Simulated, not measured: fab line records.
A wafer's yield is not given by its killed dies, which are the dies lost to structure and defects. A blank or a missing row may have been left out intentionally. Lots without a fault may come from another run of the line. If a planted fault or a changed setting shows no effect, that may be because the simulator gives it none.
What tool caused it? | flow n5-finfet | route of 1938 steps, sampled at 1 step: 12 lots, 36 wafers

## WHAT EACH GAUGE READ, for each wafer
N5_FIN_CUT_CD_MEAS_08: target cd 29.1 nm.
lot  | measured    | on        | cd-nm (nm)
L075 | day 2 10:29 | cd-sem-01 | 29.24 29.24 29.15
L077 | day 2 20:51 | cd-sem-02 | 28.86 29.18 29.19
L079 | day 3 09:40 | cd-sem-03 | 28.94 29.20 29.26
L081 | day 3 23:46 | cd-sem-01 | 29.14 29.40 29.03
L083 | day 4 09:42 | cd-sem-03 | 29.02 29.04 29.21
L085 | day 5 00:02 | cd-sem-02 | 29.06 29.44 29.36
L087 | day 5 10:05 | cd-sem-03 | 28.71 29.19 29.12
L089 | day 5 22:25 | cd-sem-01 | 29.18 29.50 28.94
L091 | day 6 09:04 | cd-sem-01 | 28.77 29.25 29.23
L093 | day 6 21:08 | cd-sem-02 | 28.86 29.23 29.06
L095 | day 7 10:10 | cd-sem-02 | 29.60 29.56 28.82
L097 | day 7 20:44 | cd-sem-03 | 29.27 29.10 28.99

## WHICH TOOL RAN EACH LOT (tool, then ch and the chambers of the sampled wafers, then the start)
There is no process step in the record ahead of these readings.

## THE ANSWER, worked out from the rows above alone
Rule: usual is defined by the lots themselves. The widest of any qualifying gaps counts: lots, ordered by their means at a reading, are off when they make up no more than a third of the lots, leave a main group of 4 or more, and stand apart from it by 3 or more times the standard deviation of that group's means. If all means in a main group match to the digits the tables above print for the reading, that group is not used. Also off: a lot with no number at a reading for which 4 or more lots have one. Any other lot the step has rows for is counted as sound.
No lot is off at any reading shown: from this, nothing can be told.

## WHAT WAS PUT IN BY THE SIMULATOR
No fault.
